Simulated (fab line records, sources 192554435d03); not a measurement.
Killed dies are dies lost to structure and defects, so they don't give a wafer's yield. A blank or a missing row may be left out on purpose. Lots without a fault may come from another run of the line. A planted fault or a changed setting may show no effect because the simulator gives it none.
Which tool did it? | flow n5_finfet | 24 lots, 72 wafers sampled, at 4 steps of a route of 1938

WHAT THE GAUGES READ, wafer by wafer
N5_BEOL_M10_INSPECT_13: inspects for defects (brightfield). Usual: raw_defect_count 400, standard deviation 100.
lot  | measured     | on                | raw_defect_count | flag
L076 | day 11 04:26 | defect_inspect-01 | 340 492 306      |
L077 | day 11 08:48 | defect_inspect-02 | 360 410 403      |
L078 | day 11 15:26 | defect_inspect-01 | 465 412 403      |
L075 | day 11 17:52 | defect_inspect-01 | 515 453 456      |
L079 | day 12 03:14 | defect_inspect-01 | 512 536 447      |
L074 | day 12 03:38 | defect_inspect-01 | 515 331 519      |
L080 | day 12 13:07 | defect_inspect-02 | 304 449 305      |
L082 | day 12 13:22 | defect_inspect-01 | 491 447 427      |
L081 | day 12 22:06 | defect_inspect-02 | 489 288 285      |
L084 | day 13 11:30 | defect_inspect-02 | 333 246 223      |
L083 | day 14 02:31 | defect_inspect-02 | 313 335 235      |
L085 | day 14 15:25 | defect_inspect-02 | 355 434 346      |
L086 | day 14 19:26 | defect_inspect-01 | 408 449 347      |
L087 | day 14 19:37 | defect_inspect-01 | 672 332 558      |
L088 | day 15 03:54 | defect_inspect-01 | 454 422 490      |
L090 | day 15 10:41 | defect_inspect-02 | 347 366 330      |
L089 | day 15 21:43 | defect_inspect-01 | 325 415 359      |
L091 | day 16 23:18 | defect_inspect-01 | 304 316 478      |
L094 | day 17 07:38 | defect_inspect-02 | 299 415 463      |
L092 | day 17 12:45 | defect_inspect-01 | 261 329 398      |
L093 | day 17 12:58 | defect_inspect-01 | 331 363 340      |
L096 | day 17 19:49 | defect_inspect-01 | 451 579 408      |
L095 | day 18 08:11 | defect_inspect-01 | 358 451 356      |
L097 | day 18 23:59 | defect_inspect-02 | 274 235 309      |

N5_BEOL_M10_CD_MEAS_18: pitch 140 nm, target cd 70 nm. Usual: cd_nm 69.6 nm, standard deviation 0.79.
lot  | measured     | on        | cd_nm (nm)     | flag
L076 | day 11 05:13 | cd_sem-03 | 70.7 68.9 70.8 |
L077 | day 11 09:42 | cd_sem-02 | 68.8 70.4 70.0 |
L078 | day 11 15:55 | cd_sem-03 | 69.1 68.9 69.3 |
L075 | day 11 18:21 | cd_sem-02 | 70.0 70.4 70.5 |
L079 | day 12 03:44 | cd_sem-02 | 68.8 70.2 70.2 |
L074 | day 12 04:10 | cd_sem-02 | 69.3 69.5 69.4 |
L080 | day 12 13:35 | cd_sem-03 | 68.8 70.3 70.2 |
L082 | day 12 13:52 | cd_sem-03 | 70.3 69.6 70.2 |
L081 | day 12 22:40 | cd_sem-03 | 69.3 69.9 70.1 |
L084 | day 13 11:59 | cd_sem-02 | 69.0 69.1 68.6 |
L083 | day 14 03:01 | cd_sem-01 | 69.7 69.4 70.3 |
L085 | day 14 16:16 | cd_sem-03 | 69.6 70.0 69.5 |
L086 | day 14 19:58 | cd_sem-01 | 70.7 70.3 68.8 |
L087 | day 14 20:07 | cd_sem-03 | 68.2 69.0 69.0 |
L088 | day 15 04:31 | cd_sem-03 | 69.5 71.0 69.6 |
L090 | day 15 11:16 | cd_sem-01 | 69.5 68.3 68.7 |
L089 | day 15 22:19 | cd_sem-02 | 68.6 70.5 70.3 |
L091 | day 16 23:47 | cd_sem-03 | 69.9 68.7 68.0 |
L094 | day 17 08:08 | cd_sem-01 | 69.5 70.4 69.7 |
L092 | day 17 14:10 | cd_sem-01 | 68.7 70.8 70.3 |
L093 | day 17 14:22 | cd_sem-03 | 69.3 70.0 70.0 |
L096 | day 17 20:18 | cd_sem-03 | 71.0 68.8 70.9 |
L095 | day 18 08:43 | cd_sem-02 | 68.5 67.3 69.5 |
L097 | day 19 00:41 | cd_sem-01 | 69.2 70.4 69.8 |

WHICH TOOL RAN EACH LOT (tool, then ch and the chambers of the sampled wafers, then the start)
lot  | N5_BEOL_M10_CURE_71           | N5_BEOL_M10_STRIP_67
L076 | uv_cure-01 ch 1, day 11 02:20 | rie_diel-04 ch 1,2, day 11 04:58
L077 | uv_cure-01 ch 2, day 11 06:11 | rie_diel-03 ch 0,1,2, day 11 09:29
L078 | uv_cure-03 ch 2, day 11 14:13 | rie_diel-03 ch 0,1,2, day 11 15:42
L075 | uv_cure-02 ch 1, day 11 15:19 | rie_diel-04 ch 1,2,3, day 11 18:08
L079 | uv_cure-01 ch 2, day 12 02:13 | rie_diel-04 ch 2,3, day 12 03:31
L074 | uv_cure-02 ch 1, day 12 02:32 | rie_diel-04 ch 0,1,2, day 12 03:55
L080 | uv_cure-01 ch 0, day 12 10:55 | rie_diel-04 ch 0,3, day 12 13:22
L082 | uv_cure-03 ch 2, day 12 11:20 | rie_diel-02 ch 1,2, day 12 13:38
L081 | uv_cure-03 ch 0, day 12 18:38 | rie_diel-02 ch 0,1, day 12 22:26
L084 | uv_cure-01 ch 0, day 13 10:07 | rie_diel-04 ch 1,2,3, day 13 11:46
L083 | uv_cure-02 ch 2, day 14 00:07 | rie_diel-02 ch 0,1, day 14 02:47
L085 | uv_cure-03 ch 1, day 14 13:22 | rie_diel-04 ch 2,3, day 14 16:00
L086 | uv_cure-01 ch 2, day 14 17:32 | rie_diel-02 ch 0,1,2, day 14 19:42
L087 | uv_cure-03 ch 1, day 14 17:52 | rie_diel-04 ch 1,2,3, day 14 19:53
L088 | uv_cure-03 ch 1, day 15 02:05 | rie_diel-04 ch 0,2,3, day 15 04:14
L090 | uv_cure-01 ch 0, day 15 07:57 | rie_diel-04 ch 1,2,3, day 15 10:56
L089 | uv_cure-03 ch 0, day 15 20:08 | rie_diel-02 ch 1,3, day 15 21:59
L091 | uv_cure-03 ch 1, day 16 20:12 | rie_diel-04 ch 1,2, day 16 23:34
L094 | uv_cure-03 ch 1, day 17 05:17 | rie_diel-04 ch 1,2,3, day 17 07:54
L092 | uv_cure-03 ch 0, day 17 09:48 | rie_diel-04 ch 1,3, day 17 13:53
L093 | uv_cure-01 ch 2, day 17 09:48 | rie_diel-03 ch 1,2, day 17 14:01
L096 | uv_cure-02 ch 2, day 17 16:48 | rie_diel-04 ch 1,2,3, day 17 20:04
L095 | uv_cure-01 ch 0, day 18 05:00 | rie_diel-03 ch 0,2, day 18 08:29
L097 | uv_cure-02 ch 0, day 18 20:38 | rie_diel-03 ch 0,1,2, day 19 00:20
- N5_BEOL_M10_CURE_71: cures SiCOH lowk, time 240 s.
- N5_BEOL_M10_STRIP_67: strips in CF4.

WHAT THE TOOLS THEMSELVES READ (means of the sampled wafers that have a number; where no wafer has one, the mark that the record gives instead)
N5_BEOL_M10_CURE_71. Usual: lamp_power_pct 52.30 %, standard deviation 0.053; wafer_temp_C_max 386.8, standard deviation 0.49.
lot  | tool       | lamp_power_pct (%) | wafer_temp_C_max | flag
L076 | uv_cure-01 | 52.25              | 386.7            |
L077 | uv_cure-01 | 52.34              | 387.1            |
L078 | uv_cure-03 | 52.31              | 386.2            |
L075 | uv_cure-02 | 52.34              | 387.0            |
L079 | uv_cure-01 | 52.35              | 386.5            |
L074 | uv_cure-02 | 52.32              | 386.9            |
L080 | uv_cure-01 | 52.30              | 386.9            |
L082 | uv_cure-03 | 52.29              | 386.2            |
L081 | uv_cure-03 | 52.33              | 387.1            |
L084 | uv_cure-01 | 52.28              | 386.7            |
L083 | uv_cure-02 | 52.31              | 386.8            |
L085 | uv_cure-03 | 52.31              | 386.9            |
L086 | uv_cure-01 | 52.29              | 386.1            |
L087 | uv_cure-03 | 52.29              | 386.9            |
L088 | uv_cure-03 | 52.31              | 386.7            |
L090 | uv_cure-01 | 52.24              | 387.0            |
L089 | uv_cure-03 | 52.32              | 387.4            |
L091 | uv_cure-03 | 52.28              | 386.9            |
L094 | uv_cure-03 | 52.34              | 386.7            |
L092 | uv_cure-03 | 52.36              | 387.7            |
L093 | uv_cure-01 | 52.34              | 386.5            |
L096 | uv_cure-02 | 52.32              | 386.2            |
L095 | uv_cure-01 | 52.36              | 387.2            |
L097 | uv_cure-02 | 52.24              | 386.5            |

N5_BEOL_M10_STRIP_67. Usual: drypump_motor_current_A 6.00 A, standard deviation 0.2; oes_product_au 0.79 a.u., standard deviation 0.086; rf_vpp_V 270.4 V, standard deviation 1.6; showerhead_plenum_p_Torr 1.77 Torr, standard deviation 0.065; throttle_valve_pct 13.66 %, standard deviation 0.26.
lot  | tool        | drypump_motor_current_A (A) | oes_product_au (a.u.) | rf_vpp_V (V) | showerhead_plenum_p_Torr (Torr) | throttle_valve_pct (%) | flag
L076 | rie_diel-04 | 5.87                        | 0.91                  | 269.9        | 1.77                            | 13.65                  |
L077 | rie_diel-03 | 5.82                        | 0.74                  | 269.9        | 1.74                            | 13.82                  |
L078 | rie_diel-03 | 5.83                        | 0.74                  | 270.7        | 1.74                            | 13.82                  |
L075 | rie_diel-04 | 5.98                        | 0.82                  | 270.0        | 1.75                            | 13.72                  |
L079 | rie_diel-04 | 6.01                        | 0.82                  | 269.9        | 1.74                            | 13.68                  |
L074 | rie_diel-04 | 5.94                        | 0.89                  | 271.3        | 1.82                            | 13.57                  |
L080 | rie_diel-04 | 6.09                        | 0.82                  | 270.2        | 1.79                            | 13.59                  |
L082 | rie_diel-02 | 6.18                        | 0.78                  | 271.2        | 1.78                            | 13.50                  |
L081 | rie_diel-02 | 6.27                        | 0.82                  | 271.1        | 1.80                            | 13.49                  |
L084 | rie_diel-04 | 5.97                        | 0.79                  | 269.6        | 1.74                            | 13.74                  |
L083 | rie_diel-02 | 6.28                        | 0.82                  | 271.4        | 1.80                            | 13.51                  |
L085 | rie_diel-04 | 6.03                        | 0.79                  | 270.3        | 1.73                            | 13.74                  |
L086 | rie_diel-02 | 6.24                        | 0.78                  | 270.4        | 1.78                            | 13.53                  |
L087 | rie_diel-04 | 6.00                        | 0.79                  | 271.0        | 1.74                            | 13.77                  |
L088 | rie_diel-04 | 5.96                        | 0.85                  | 271.0        | 1.80                            | 13.57                  |
L090 | rie_diel-04 | 5.99                        | 0.78                  | 269.5        | 1.74                            | 13.79                  |
L089 | rie_diel-02 | 6.22                        | 0.82                  | 272.6        | 1.85                            | 13.33                  |
L091 | rie_diel-04 | 5.96                        | 0.76                  | 268.6        | 1.74                            | 13.85                  |
L094 | rie_diel-04 | 5.99                        | 0.77                  | 268.5        | 1.73                            | 13.81                  |
L092 | rie_diel-04 | 6.08                        | 0.71                  | 269.2        | 1.72                            | 13.92                  |
L093 | rie_diel-03 | 5.97                        | 0.70                  | 269.8        | 1.71                            | 13.95                  |
L096 | rie_diel-04 | 6.01                        | 0.76                  | 269.0        | 1.73                            | 13.83                  |
L095 | rie_diel-03 | 5.85                        | 0.71                  | 270.2        | 1.72                            | 13.78                  |
L097 | rie_diel-03 | 5.80                        | 0.70                  | 270.7        | 1.73                            | 13.96                  |

THE ANSWER, worked out from the rows above alone
Rule: a lot is off if the mean of its wafers that have a number lies more than 3 standard deviations from the usual mean. A lot without any number at a reading at which 4 lots or more have one is off too. The other lots that the step has rows for count as sound. The gauges are gone through in route order, then the tools' own readings, and for those a lot's mean is taken as printed above. The first step at which some lot is off is used, and at that step the reading that is off furthest; a lot without a number counts as furthest.
No lot is off at any reading shown: from this, nothing can be told.

WHAT THE SIMULATOR HAD PUT IN
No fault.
